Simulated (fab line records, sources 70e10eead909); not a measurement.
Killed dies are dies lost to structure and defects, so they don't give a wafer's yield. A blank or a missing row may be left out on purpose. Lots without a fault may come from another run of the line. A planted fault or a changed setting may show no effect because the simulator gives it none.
Chamber matching | flow nand_harc | NHARC_A_CONTACT_ETCH_91 on rie_diel-11: 4 sister chambers
The step etches the open film in CH3F/O2, target depth 40 nm, time 85.7 s. 4 wafers are shown with their chamber, then 12 later ones without.

WAFERS WITH THEIR CHAMBER
wafer  | chamber | showerhead_plenum_p_Torr (Torr)
L087.5 | 2       | 2.32
L093.2 | 1       | 2.60
L093.3 | 3       | 2.48
L093.6 | 0       | 2.58

WAFERS WITHOUT THEIR CHAMBER
wafer  | showerhead_plenum_p_Torr (Torr)
L094.1 | 2.58
L094.3 | 2.31
L094.5 | 2.58
L096.1 | 2.58
L096.2 | 2.60
L096.3 | 2.31
L095.3 | 2.60
L095.5 | 2.60
L095.6 | 2.58
L097.2 | 2.58
L097.3 | 2.59
L097.5 | 2.59

WHICH CHAMBER EACH WENT THROUGH
wafer  | from the rows above     | in truth
L094.1 | 0                       | 0
L094.3 | 2                       | 2
L094.5 | 0                       | 0
L096.1 | 0                       | 0
L096.2 | 1                       | 1
L096.3 | 2                       | 2
L095.3 | 1                       | 1
L095.5 | 1                       | 1
L095.6 | 0                       | 0
L097.2 | 0                       | 0
L097.3 | can't be placed: 0 or 1 | 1
L097.5 | can't be placed: 0 or 1 | 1
Placed correctly: 10 of 12. Can't be placed from these rows: 2 (the true chamber is among the candidates in 2). Placed wrongly: 0.
How it was worked out, from the rows above alone: a wafer's distance from a chamber is the root of the sum, over the readings, of the square of ((its reading less the chamber's mean) divided by the reading's scatter). The wafer belongs to the nearest chamber; if the next one is less than 2 further off, it can't be placed. A chamber's mean is the mean of its shown wafers. The scatter: with one shown wafer a chamber, the root of the mean of the squares of how far each hidden wafer lies from its nearest shown one.
